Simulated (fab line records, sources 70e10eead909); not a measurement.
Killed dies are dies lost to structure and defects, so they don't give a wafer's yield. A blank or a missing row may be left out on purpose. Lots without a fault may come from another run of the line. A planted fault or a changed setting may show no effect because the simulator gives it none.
Which tool did it? | flow nand_harc | 22 lots, 66 wafers sampled, at 6 steps of a route of 1302

WHAT THE GAUGES READ, wafer by wafer
The record holds no reading of a measuring or inspecting step that can be judged against a usual standard deviation.

WHICH TOOL RAN EACH LOT (tool, then ch and the chambers of the sampled wafers, then the start)
lot  | NHARC_P_ZERO_WELL_DESCUM_39        | NHARC_P_ZERO_WELL_RTA_42         | NHARC_P_STI_CMP_21            | NHARC_P_GATE_ETCH_104              | NHARC_P_GATE_HM_OPEN_105                      | NHARC_P_GATE_DESCUM_48
L074 | rie_diel-03 ch 0,2, day 2 00:22    | rtp_anneal-01 ch 0, day 2 03:04  | cmp-04 ch 0,1,2, day 3 22:44  | rie_diel-08 ch 0,3, day 5 09:31    | rie_diel-08 ch 2,3, day 5 21:22 or earlier    | rie_diel-01 ch 0,3, day 5 21:22
L075 | rie_diel-04 ch 0,3, day 2 10:25    | rtp_anneal-02 ch 0, day 2 13:14  | cmp-04 ch 0,1,3, day 4 04:55  | rie_diel-01 ch 0,2,3, day 5 10:01  | rie_diel-01 ch 2,3, day 5 23:58 or earlier    | rie_diel-01 ch 0,2,3, day 5 23:58
L076 | rie_diel-03 ch 0,1,2, day 2 20:19  | rtp_anneal-01 ch 0, day 2 23:08  | cmp-02 ch 0,1, day 4 12:08    | rie_diel-01 ch 0,2,3, day 5 21:32  | rie_diel-01 ch 0,2, day 6 09:22 or earlier    | rie_diel-08 ch 1,2, day 6 09:22
L077 | rie_diel-04 ch 0,1,2, day 3 13:34  | rtp_anneal-01 ch 0, day 3 16:10  | cmp-03 ch 1,2, day 5 05:05    | rie_diel-01 ch 0,1, day 6 14:11    | rie_diel-01 ch 1,3, day 7 02:00 or earlier    | rie_diel-05 ch 0,3, day 7 02:00
L078 | rie_diel-04 ch 0,1,3, day 3 16:17  | rtp_anneal-01 ch 0, day 3 19:12  | cmp-02 ch 2,3, day 5 05:07    | rie_diel-08 ch 0,2,3, day 6 13:47  | rie_diel-08 ch 0,1,2, day 7 01:45 or earlier  | rie_diel-01 ch 0,1,3, day 7 01:45
L079 | rie_diel-11 ch 0,1,2, day 4 02:29  | rtp_anneal-01 ch 0, day 4 04:59  | cmp-03 ch 0,2,3, day 5 17:51  | rie_diel-01 ch 0,1,2, day 7 05:11  | rie_diel-01 ch 0,2,3, day 7 17:03 or earlier  | rie_diel-08 ch 1,2,3, day 7 17:03
L080 | rie_diel-03 ch 0,1,3, day 4 13:44  | rtp_anneal-02 ch 0, day 4 16:21  | cmp-03 ch 0,1,2, day 6 02:30  | rie_diel-05 ch 2,3, day 7 16:35    | rie_diel-05 ch 0,1,2, day 8 04:27 or earlier  | rie_diel-05 ch 1,2,3, day 8 04:27
L081 | rie_diel-11 ch 0,1,3, day 4 22:19  | rtp_anneal-01 ch 0, day 5 00:56  | cmp-03 ch 1,2,3, day 6 15:27  | rie_diel-08 ch 1,2,3, day 8 00:55  | rie_diel-08 ch 1,2,3, day 8 12:57 or earlier  | rie_diel-08 ch 1,2,3, day 8 12:57
L082 | rie_diel-04 ch 1,2,3, day 5 08:16  | rtp_anneal-02 ch 0, day 5 10:53  | cmp-03 ch 1,2, day 7 03:00    | rie_diel-05 ch 0,1,3, day 8 11:56  | rie_diel-05 ch 0,2,3, day 8 23:50 or earlier  | rie_diel-01 ch 0,2, day 8 23:50
L083 | rie_diel-11 ch 0,2,3, day 5 18:30  | rtp_anneal-01 ch 0, day 5 21:11  | cmp-03 ch 2,3, day 7 15:55    | rie_diel-01 ch 0,1,2, day 9 06:11  | rie_diel-01 ch 0,1, day 9 17:59 or earlier    | rie_diel-08 ch 0,1,2, day 9 17:59
L084 | rie_diel-03 ch 1,2, day 6 04:37    | rtp_anneal-02 ch 0, day 6 07:27  | cmp-04 ch 1,3, day 8 00:53    | rie_diel-05 ch 0,2,3, day 9 12:08  | rie_diel-05 ch 1,3, day 10 00:04 or earlier   | rie_diel-05 ch 2,3, day 10 00:04
L085 | rie_diel-04 ch 0,1,2, day 6 14:17  | rtp_anneal-01 ch 0, day 6 17:02  | cmp-02 ch 1,2,3, day 8 06:46  | rie_diel-05 ch 0,1, day 9 17:22    | rie_diel-05 ch 0,3, day 10 05:10 or earlier   | rie_diel-05 ch 2,3, day 10 05:10
L086 | rie_diel-11 ch 2,3, day 7 00:34    | rtp_anneal-01 ch 0, day 7 03:17  | cmp-02 ch 0,2,3, day 8 15:01  | rie_diel-08 ch 0,1, day 9 22:09    | rie_diel-08 ch 0,1, day 10 10:03 or earlier   | rie_diel-05 ch 1,2,3, day 10 10:03
L087 | rie_diel-03 ch 0,2,3, day 7 10:08  | rtp_anneal-01 ch 0, day 7 12:44  | cmp-04 ch 0,2,3, day 8 23:15  | rie_diel-05 ch 0,2,3, day 10 07:51 | rie_diel-05 ch 0,2,3, day 10 19:41 or earlier | rie_diel-01 ch 0,1,3, day 10 19:41
L088 | rie_diel-11 ch 0,2,3, day 7 23:28  | rtp_anneal-01 ch 0, day 8 02:08  | cmp-02 ch 1,2,3, day 9 15:50  | rie_diel-01 ch 1,2, day 11 02:07   | rie_diel-01 ch 1,2,3, day 11 13:54 or earlier | rie_diel-08 ch 0,1, day 11 13:54
L089 | rie_diel-11 ch 0,2,3, day 8 06:19  | rtp_anneal-01 ch 0, day 8 09:04  | cmp-04 ch 0,1,2, day 9 22:00  | rie_diel-05 ch 0,1, day 11 01:37   | rie_diel-05 ch 1,2, day 11 13:29 or earlier   | rie_diel-05 ch 0,1,3, day 11 13:29
L090 | rie_diel-03 ch 0,1,3, day 8 16:29  | rtp_anneal-02 ch 0, day 8 18:58  | cmp-04 ch 0,1,2, day 10 06:08 | rie_diel-01 ch 0,1,3, day 11 22:16 | rie_diel-01 ch 0,1,2, day 12 10:05 or earlier | rie_diel-01 ch 0,1,2, day 12 10:05
L091 | rie_diel-03 ch 0,2,3, day 9 02:31  | rtp_anneal-02 ch 0, day 9 05:08  | cmp-03 ch 0,1,2, day 10 17:50 | rie_diel-01 ch 1,2,3, day 12 04:57 | rie_diel-01 ch 0,1,3, day 12 16:39 or earlier | rie_diel-01 ch 0,1,3, day 12 16:39
L092 | rie_diel-04 ch 0,1,2, day 9 12:16  | rtp_anneal-02 ch 0, day 9 14:52  | cmp-02 ch 0,1,2, day 11 02:41 | rie_diel-08 ch 1,2, day 12 12:04   | rie_diel-08 ch 0,1,2, day 12 23:58 or earlier | rie_diel-05 ch 0,1, day 12 23:58
L093 | rie_diel-11 ch 0,1,3, day 9 22:17  | rtp_anneal-01 ch 0, day 10 00:47 | cmp-03 ch 2,3, day 11 12:50   | rie_diel-08 ch 1,2, day 12 22:46   | rie_diel-08 ch 0,2,3, day 13 10:37 or earlier | rie_diel-08 ch 0,1,3, day 13 10:37
L095 | rie_diel-04 ch 0,2,3, day 10 18:55 | rtp_anneal-02 ch 0, day 10 21:35 | cmp-04 ch 1,2,3, day 12 10:18 | rie_diel-01 ch 0,1,3, day 13 17:44 | rie_diel-01 ch 0,2,3, day 14 05:38 or earlier | rie_diel-08 ch 0,1,3, day 14 05:38
L096 | rie_diel-03 ch 1,2,3, day 11 04:26 | rtp_anneal-02 ch 0, day 11 06:58 | cmp-04 ch 0,1,2, day 12 20:53 | rie_diel-08 ch 0,1,3, day 14 04:07 | rie_diel-08 ch 0,1,3, day 14 16:02 or earlier | rie_diel-05 ch 1,2,3, day 14 16:02
- NHARC_P_ZERO_WELL_DESCUM_39: chemistry O2, time 3 s.
- NHARC_P_ZERO_WELL_RTA_42: time 300 s.
- NHARC_P_STI_CMP_21: polishes, t overpolish 20 s, target thk 380.67 nm.
- NHARC_P_GATE_ETCH_104: etches the open film in CF4/CHF3, target depth 60 nm.
- NHARC_P_GATE_HM_OPEN_105: chemistry O2/COS, target depth 360 nm.
- NHARC_P_GATE_DESCUM_48: chemistry O2, time 3 s.

WHAT THE TOOLS THEMSELVES READ (means of the sampled wafers that have a number; where no wafer has one, the mark that the record gives instead)
NHARC_P_ZERO_WELL_DESCUM_39.
lot  | tool        | drypump_motor_current_A (A) | oes_product_au (a.u.) | rf_vpp_V (V) | showerhead_plenum_p_Torr (Torr) | throttle_valve_pct (%)
L074 | rie_diel-03 | 5.8                         | 1.004                 | 57.8         | 1.79                            | 11.313
L075 | rie_diel-04 | 5.3                         | 1.008                 | 57.1         | 1.81                            | 11.309
L076 | rie_diel-03 | 5.7                         | 0.998                 | 57.7         | 1.82                            | 11.311
L077 | rie_diel-04 | 5.6                         | 1.001                 | 57.3         | 1.84                            | 11.317
L078 | rie_diel-04 | 5.6                         | 1.001                 | 56.3         | 1.80                            | 11.313
L079 | rie_diel-11 | 5.8                         | 1.002                 | 57.0         | 1.86                            | 11.309
L080 | rie_diel-03 | 5.7                         | 1.003                 | 57.5         | 1.89                            | 11.312
L081 | rie_diel-11 | 5.6                         | 1.001                 | 57.0         | 1.90                            | 11.310
L082 | rie_diel-04 | 5.5                         | 0.998                 | 57.5         | 1.84                            | 11.305
L083 | rie_diel-11 | 5.5                         | 0.992                 | 57.0         | 1.89                            | 11.306
L084 | rie_diel-03 | 5.5                         | 1.005                 | 57.7         | 1.85                            | 11.310
L085 | rie_diel-04 | 5.6                         | 1.004                 | 57.9         | 1.83                            | 11.309
L086 | rie_diel-11 | 5.5                         | 0.999                 | 58.3         | 1.90                            | 11.306
L087 | rie_diel-03 | 6.0                         | 1.002                 | 58.4         | 1.95                            | 11.310
L088 | rie_diel-11 | 5.4                         | 0.986                 | 57.4         | 1.88                            | 11.305
L089 | rie_diel-11 | 5.4                         | 0.992                 | 57.4         | 1.88                            | 11.303
L090 | rie_diel-03 | 5.7                         | 1.013                 | 59.0         | 1.98                            | 11.312
L091 | rie_diel-03 | 6.0                         | 1.017                 | 57.5         | 1.95                            | 11.308
L092 | rie_diel-04 | 5.7                         | 1.005                 | 57.4         | 1.92                            | 11.314
L093 | rie_diel-11 | 5.6                         | 1.009                 | 57.4         | 1.88                            | 11.306
L095 | rie_diel-04 | 5.4                         | 1.002                 | 57.4         | 1.84                            | 11.300
L096 | rie_diel-03 | 5.9                         | 1.001                 | 58.2         | 1.88                            | 11.314

NHARC_P_ZERO_WELL_RTA_42.
lot  | tool          | lamp_power_pct (%) | wafer_temp_C_max
L074 | rtp_anneal-01 | 37.94              | 1104.3
L075 | rtp_anneal-02 | 37.99              | 1106.5
L076 | rtp_anneal-01 | 37.86              | 1103.5
L077 | rtp_anneal-01 | 37.89              | 1104.1
L078 | rtp_anneal-01 | 37.82              | 1103.8
L079 | rtp_anneal-01 | 37.85              | 1104.0
L080 | rtp_anneal-02 | 37.95              | 1107.2
L081 | rtp_anneal-01 | 37.82              | 1103.1
L082 | rtp_anneal-02 | 37.86              | 1107.9
L083 | rtp_anneal-01 | 37.89              | 1104.0
L084 | rtp_anneal-02 | 38.00              | 1107.0
L085 | rtp_anneal-01 | 37.88              | 1102.8
L086 | rtp_anneal-01 | 37.85              | 1104.0
L087 | rtp_anneal-01 | 37.86              | 1104.4
L088 | rtp_anneal-01 | 37.88              | 1104.9
L089 | rtp_anneal-01 | 37.85              | 1105.1
L090 | rtp_anneal-02 | 37.96              | 1106.3
L091 | rtp_anneal-02 | 37.89              | 1107.4
L092 | rtp_anneal-02 | 37.98              | 1108.5
L093 | rtp_anneal-01 | 37.87              | 1103.9
L095 | rtp_anneal-02 | 37.98              | 1106.7
L096 | rtp_anneal-02 | 37.92              | 1107.9

NHARC_P_STI_CMP_21.
lot  | tool   | motor_current_A (A) | overpolish_run_s (s)
L074 | cmp-04 | 12.5                | 19.997
L075 | cmp-04 | 13.3                | 19.998
L076 | cmp-02 | 12.4                | 19.998
L077 | cmp-03 | 10.8                | 20.003
L078 | cmp-02 | 12.0                | 20.002
L079 | cmp-03 | 11.0                | 20.008
L080 | cmp-03 | 10.8                | 19.998
L081 | cmp-03 | 11.5                | 19.998
L082 | cmp-03 | 11.1                | 20.006
L083 | cmp-03 | 11.7                | 20.005
L084 | cmp-04 | 13.6                | 20.006
L085 | cmp-02 | 11.7                | 20.003
L086 | cmp-02 | 12.6                | 19.999
L087 | cmp-04 | 13.1                | 19.997
L088 | cmp-02 | 11.4                | 20.004
L089 | cmp-04 | 12.9                | 20.006
L090 | cmp-04 | 12.6                | 20.002
L091 | cmp-03 | 10.7                | 20.004
L092 | cmp-02 | 12.4                | 20.007
L093 | cmp-03 | 11.2                | 20.000
L095 | cmp-04 | 13.6                | 20.003
L096 | cmp-04 | 12.7                | 20.003

NHARC_P_GATE_ETCH_104.
lot  | tool        | drypump_motor_current_A (A) | oes_product_au (a.u.) | rf_vpp_V (V) | showerhead_plenum_p_Torr (Torr) | throttle_valve_pct (%)
L074 | rie_diel-08 | 5.40                        | 0.940                 | 369.9        | 1.53                            | 16.801
L075 | rie_diel-01 | 5.77                        | 0.971                 | 370.7        | 1.56                            | 16.809
L076 | rie_diel-01 | 5.78                        | 0.929                 | 369.3        | 1.56                            | 16.793
L077 | rie_diel-01 | 5.54                        | 0.925                 | 370.4        | 1.56                            | 16.799
L078 | rie_diel-08 | 5.59                        | 0.960                 | 368.6        | 1.51                            | 16.808
L079 | rie_diel-01 | 5.52                        | 0.963                 | 371.2        | 1.58                            | 16.799
L080 | rie_diel-05 | 5.67                        | 0.915                 | 371.2        | 1.58                            | 16.804
L081 | rie_diel-08 | 5.73                        | 0.951                 | 368.9        | 1.54                            | 16.798
L082 | rie_diel-05 | 5.60                        | 0.920                 | 371.1        | 1.60                            | 16.806
L083 | rie_diel-01 | 5.52                        | 0.926                 | 371.0        | 1.58                            | 16.808
L084 | rie_diel-05 | 5.75                        | 0.969                 | 372.0        | 1.59                            | 16.799
L085 | rie_diel-05 | 5.70                        | 0.918                 | 371.8        | 1.60                            | 16.816
L086 | rie_diel-08 | 5.61                        | 0.963                 | 371.1        | 1.58                            | 16.808
L087 | rie_diel-05 | 5.76                        | 0.971                 | 372.3        | 1.59                            | 16.801
L088 | rie_diel-01 | 5.41                        | 0.917                 | 371.6        | 1.60                            | 16.801
L089 | rie_diel-05 | 5.68                        | 0.927                 | 371.5        | 1.60                            | 16.802
L090 | rie_diel-01 | 5.79                        | 0.919                 | 368.2        | 1.53                            | 16.797
L091 | rie_diel-01 | 5.69                        | 0.963                 | 370.2        | 1.57                            | 16.804
L092 | rie_diel-08 | 5.94                        | 0.918                 | 370.6        | 1.59                            | 16.798
L093 | rie_diel-08 | 5.96                        | 0.948                 | 371.0        | 1.54                            | 16.804
L095 | rie_diel-01 | 5.77                        | 0.964                 | 369.7        | 1.53                            | 16.810
L096 | rie_diel-08 | 5.56                        | 0.922                 | 370.0        | 1.55                            | 16.803

NHARC_P_GATE_HM_OPEN_105.
lot  | tool        | cos_flow_sccm (sccm) | drypump_motor_current_A (A) | oes_product_au (a.u.) | rf_vpp_V (V) | showerhead_plenum_p_Torr (Torr) | throttle_valve_pct (%)
L074 | rie_diel-08 | 20.01                | 5.77                        | 1.000                 | 463.9        | 2.97                            | 28.318
L075 | rie_diel-01 | 19.99                | 5.70                        | 0.995                 | 468.1        | 3.16                            | 28.314
L076 | rie_diel-01 | 20.02                | 5.65                        | 0.993                 | 467.1        | 3.11                            | 28.326
L077 | rie_diel-01 | 20.06                | 5.69                        | 0.998                 | 467.0        | 3.08                            | 28.322
L078 | rie_diel-08 | 20.03                | 5.80                        | 1.002                 | 466.4        | 3.09                            | 28.335
L079 | rie_diel-01 | 20.06                | 5.78                        | 0.994                 | 466.1        | 3.09                            | 28.331
L080 | rie_diel-05 | 20.06                | 5.65                        | 0.992                 | 468.9        | 3.18                            | 28.331
L081 | rie_diel-08 | 20.02                | 5.75                        | 0.999                 | 465.7        | 3.05                            | 28.327
L082 | rie_diel-05 | 20.02                | 5.76                        | 0.991                 | 468.6        | 3.15                            | 28.329
L083 | rie_diel-01 | 19.95                | 5.54                        | 1.005                 | 467.2        | 3.10                            | 28.334
L084 | rie_diel-05 | 20.00                | 5.41                        | 0.988                 | 469.6        | 3.20                            | 28.324
L085 | rie_diel-05 | 19.99                | 5.81                        | 0.996                 | 467.6        | 3.16                            | 28.319
L086 | rie_diel-08 | 20.02                | 5.77                        | 1.000                 | 469.1        | 3.18                            | 28.336
L087 | rie_diel-05 | 19.98                | 5.75                        | 0.998                 | 467.4        | 3.15                            | 28.325
L088 | rie_diel-01 | 19.97                | 5.70                        | 0.991                 | 466.3        | 3.12                            | 28.332
L089 | rie_diel-05 | 20.00                | 5.44                        | 0.986                 | 468.0        | 3.19                            | 28.340
L090 | rie_diel-01 | 20.06                | 5.53                        | 0.978                 | 468.3        | 3.14                            | 28.332
L091 | rie_diel-01 | 20.05                | 5.79                        | 0.998                 | 466.1        | 3.04                            | 28.328
L092 | rie_diel-08 | 19.99                | 5.80                        | 1.007                 | 466.5        | 3.09                            | 28.335
L093 | rie_diel-08 | 20.00                | 5.59                        | 0.995                 | 464.2        | 2.99                            | 28.330
L095 | rie_diel-01 | 20.03                | 5.81                        | 0.999                 | 466.3        | 3.08                            | 28.333
L096 | rie_diel-08 | 20.06                | 5.57                        | 0.999                 | 465.9        | 3.08                            | 28.336

NHARC_P_GATE_DESCUM_48.
lot  | tool        | drypump_motor_current_A (A) | oes_product_au (a.u.) | rf_vpp_V (V) | showerhead_plenum_p_Torr (Torr) | throttle_valve_pct (%)
L074 | rie_diel-01 | 5.89                        | 0.994                 | 57.7         | 1.84                            | 11.314
L075 | rie_diel-01 | 5.78                        | 0.994                 | 57.9         | 1.89                            | 11.309
L076 | rie_diel-08 | 5.94                        | 1.004                 | 57.8         | 1.93                            | 11.310
L077 | rie_diel-05 | 5.72                        | 1.006                 | 58.3         | 1.93                            | 11.315
L078 | rie_diel-01 | 5.77                        | 1.011                 | 57.8         | 1.86                            | 11.309
L079 | rie_diel-08 | 5.74                        | 0.991                 | 57.8         | 1.87                            | 11.315
L080 | rie_diel-05 | 5.57                        | 0.994                 | 58.1         | 1.94                            | 11.312
L081 | rie_diel-08 | 5.72                        | 1.002                 | 57.3         | 1.87                            | 11.314
L082 | rie_diel-01 | 5.51                        | 0.990                 | 58.3         | 1.95                            | 11.321
L083 | rie_diel-08 | 5.80                        | 1.011                 | 57.8         | 1.89                            | 11.310
L084 | rie_diel-05 | 5.65                        | 1.002                 | 57.9         | 1.93                            | 11.314
L085 | rie_diel-05 | 5.69                        | 1.008                 | 58.5         | 1.92                            | 11.317
L086 | rie_diel-05 | 5.53                        | 0.993                 | 58.1         | 1.94                            | 11.311
L087 | rie_diel-01 | 5.77                        | 0.999                 | 57.3         | 1.86                            | 11.301
L088 | rie_diel-08 | 5.61                        | 1.005                 | 58.7         | 1.91                            | 11.307
L089 | rie_diel-05 | 5.60                        | 0.983                 | 57.7         | 1.95                            | 11.299
L090 | rie_diel-01 | 5.54                        | 0.987                 | 58.0         | 1.93                            | 11.322
L091 | rie_diel-01 | 5.75                        | 0.999                 | 58.0         | 1.86                            | 11.324
L092 | rie_diel-05 | 5.70                        | 0.979                 | 57.8         | 1.95                            | 11.307
L093 | rie_diel-08 | 5.56                        | 1.001                 | 56.8         | 1.88                            | 11.313
L095 | rie_diel-08 | 5.55                        | 1.005                 | 57.7         | 1.88                            | 11.318
L096 | rie_diel-05 | 5.52                        | 0.992                 | 57.6         | 1.94                            | 11.312

THE ANSWER, worked out from the rows above alone
Rule: what is usual is taken from the lots themselves. Put in order of their means at a reading, lots are off if they are a third of the lots or fewer, leave a main group of 4 or more, and stand apart from it by a gap of 3 or more times the standard deviation of the main group's means; of several such gaps the widest counts. A main group whose means are all the same, to the digits that the tables above print for the reading, isn't used. A lot without any number at a reading at which 4 lots or more have one is off too. The other lots that the step has rows for count as sound. The gauges are gone through in route order, then the tools' own readings, and for those a lot's mean is taken as printed above. The first step at which some lot is off is used, and at that step the reading that is off furthest; a lot without a number counts as furthest.
No lot is off at any reading shown: from this, nothing can be told.

WHAT THE SIMULATOR HAD PUT IN
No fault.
